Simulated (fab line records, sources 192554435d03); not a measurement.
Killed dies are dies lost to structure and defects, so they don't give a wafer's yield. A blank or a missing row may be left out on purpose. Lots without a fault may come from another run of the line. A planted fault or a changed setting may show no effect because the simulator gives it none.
A struck lot beside a sound one | flow n5_finfet | 21 steps out of a route of 1938
Sound: wafers L220.3, L220.5, L220.6. Struck: wafers L230.4, L230.5, L230.6. The cause comes at the end.
At each step with rows: each side's tool, then ch and its chambers, then its first start. Under that, the readings that differ: sound wafers | struck wafers | difference of the means | sigmas: that difference in standard deviations of wafers without a fault.
alike: readings whose means differ by less than 2 such deviations, and words and numbers that are the same on both sides. not compared: withheld readings, readings that some wafer has no value for, bounds like >300 that may hide the same value, and numbers for which the record gives no deviation and whose values overlap.
The two part at a step that has a row with sigmas, a row that says differs or no value, or rows on one side only. Numbers that don't overlap but have no deviation are shown without sigmas and don't part them. A reading that every wafer of one side lacks parts them only if that side has two wafers or more.

N5_WELL_APT_RTA_34: time 10 s.
  sound on rtp_anneal-02 ch 0, day 2 04:05; struck on rtp_anneal-02 ch 0, day 4 17:27
  alike: lamp_power_pct, lamp_zone_1_pct, lamp_zone_5_pct, wafer_temp_C_max
then, 4 steps without rows for these wafers: N5_WELL_APT_OXIDE_STRIP_42 (strips SiO2 in dHF, time 45 s, target depth 12 nm); N5_WELL_APT_PRECLEAN_36 (cleans in O3/DIW, time 45 s); N5_WELL_APT_PRECLEAN_39 (cleans in dHF, time 60 s); N5_WELL_APT_SRD_37 (time 30 s).
N5_WELL_APT_EPI_41: deposits Si from SiH4/H2, target thk 50 nm, time 297.7 s.
  sound on epi_rpcvd-03 ch 0, day 2 04:29; struck on epi_rpcvd-03 ch 0, day 4 17:55
  alike: chamber_pressure_Torr, throttle_valve_pct
N5_WELL_APT_INSPECT_38: inspects for defects (darkfield).
  sound on defect_inspect-02, day 2 04:55; struck on defect_inspect-01, day 4 18:16
  alike: raw_defect_count
N5_PMOS_HMC_CHANNEL_EPI_HM_DEP_34: deposits SiO2 from TEOS/O2, target thk 36 nm, time 6.9 s.
  sound on pecvd-03 ch 0,1,2, day 2 04:58; struck on pecvd-03 ch 0,1,2, day 4 18:19
  alike: chamber_pressure_Torr, heater_power_outer_w, heater_power_w, showerhead_plenum_p_Torr, throttle_valve_pct
then, 4 steps without rows for these wafers: N5_PMOS_HMC_CHANNEL_EPI_COAT_31 (time 60 s, resist thk 66 nm); N5_PMOS_HMC_CHANNEL_EPI_COAT_03 (resist thk 205 nm); N5_PMOS_HMC_CHANNEL_EPI_EBR_05; N5_PMOS_HMC_CHANNEL_EPI_SOFTBAKE_04 (time 60 s).
N5_PMOS_HMC_CHANNEL_EPI_EXPOSE_06: exposes mask PMOS HMC BLK, target cd 240 nm.
  sound on arfi_scanner-03 ch 0, day 2 05:08; struck on arfi_scanner-03 ch 0, day 4 18:35
  reading              | sound             | struck            | difference | sigmas
  exposure_dose_mJ_cm2 | 40.99 40.97 41.02 | 40.33 40.32 40.28 | -0.68      | -14
  alike: mask
then, 2 steps without rows for these wafers: N5_PMOS_HMC_CHANNEL_EPI_PEB_07 (peb time 60 s); N5_PMOS_HMC_CHANNEL_EPI_DEVELOP_08 (develop time 30 s).
N5_PMOS_HMC_CHANNEL_EPI_CD_MEAS_09: target cd 237.4 nm.
  sound on cd_sem-02 ch 0, day 2 05:14; struck on cd_sem-03 ch 0, day 4 18:43
  reading    | sound             | struck            | difference | sigmas
  cd_nm (nm) | 237.8 236.2 237.4 | 234.5 234.9 235.1 | -2.3       | -3
N5_PMOS_HMC_CHANNEL_EPI_OVL_MEAS_10:
  sound on overlay-02 ch 0, day 2 05:16; struck on overlay-02 ch 0, day 4 18:44
  alike: PMOS_HMC_BLK_OVL
N5_PMOS_HMC_CHANNEL_EPI_INSPECT_11: inspects for defects (macro).
  sound on defect_inspect-02, day 2 05:18; struck on defect_inspect-02, day 4 18:46
  alike: raw_defect_count
N5_PMOS_HMC_CHANNEL_EPI_DESCUM_14: chemistry O2, time 7.9 s.
  sound on rie_diel-04 ch 0,1, day 2 05:29; struck on rie_diel-03 ch 2,3, day 4 18:47
  reading                               | sound             | struck          | difference | sigmas
  model.PMOS_HMC_CHANNEL_EPI.cd_nm (nm) | 237.9 236.8 237.4 | 234.2 235 234.9 | -2.7       |
  alike: drypump_motor_current_A, oes_product_au, rf_vpp_V, showerhead_plenum_p_Torr, throttle_valve_pct
  not compared: rf_hours_counter_h
N5_PMOS_HMC_CHANNEL_EPI_ETCH_32: etches BARC in N2/H2, stops on SiO2, target depth 85.8 nm, time 50.3 s.
  sound on rie_diel-04 ch 0,1, day 2 05:31; struck on rie_diel-03 ch 2,3, day 4 18:49
  alike: drypump_motor_current_A, n2_flow_sccm, oes_product_au, rf_vpp_V, showerhead_plenum_p_Torr, throttle_valve_pct
  not compared: rf_hours_counter_h
-- the record jumps here: 6 days lie between the struck wafers' starts before and after (it left off in module PMOS_HMC_CHANNEL_EPI and takes up again in module BEOL_M4, whose first step shown is number 1111 of the route) --
N5_BEOL_M4_RC_MEAS_101:
  sound on prober-02 ch 0, day 8 07:55; struck on prober-01 ch 0, day 10 14:41
  alike: DIBL_N, DIBL_P, IOFF_N, IOFF_P, ION_N, ION_P, SS_N, SS_P, VT_N, VT_P

WHERE THEY PART
First at N5_PMOS_HMC_CHANNEL_EPI_EXPOSE_06; last, within this record, at N5_PMOS_HMC_CHANNEL_EPI_CD_MEAS_09. Later steps at which nothing parts them and some readings are alike: N5_PMOS_HMC_CHANNEL_EPI_OVL_MEAS_10, N5_PMOS_HMC_CHANNEL_EPI_INSPECT_11, N5_PMOS_HMC_CHANNEL_EPI_DESCUM_14, N5_PMOS_HMC_CHANNEL_EPI_ETCH_32, N5_BEOL_M4_RC_MEAS_101.

WHY: what the simulator had put in
Process parameter drift: arfi_scanner-03, from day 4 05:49 on, at N5_PMOS_HMC_CHANNEL_EPI_EXPOSE_06. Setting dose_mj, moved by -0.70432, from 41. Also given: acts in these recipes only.
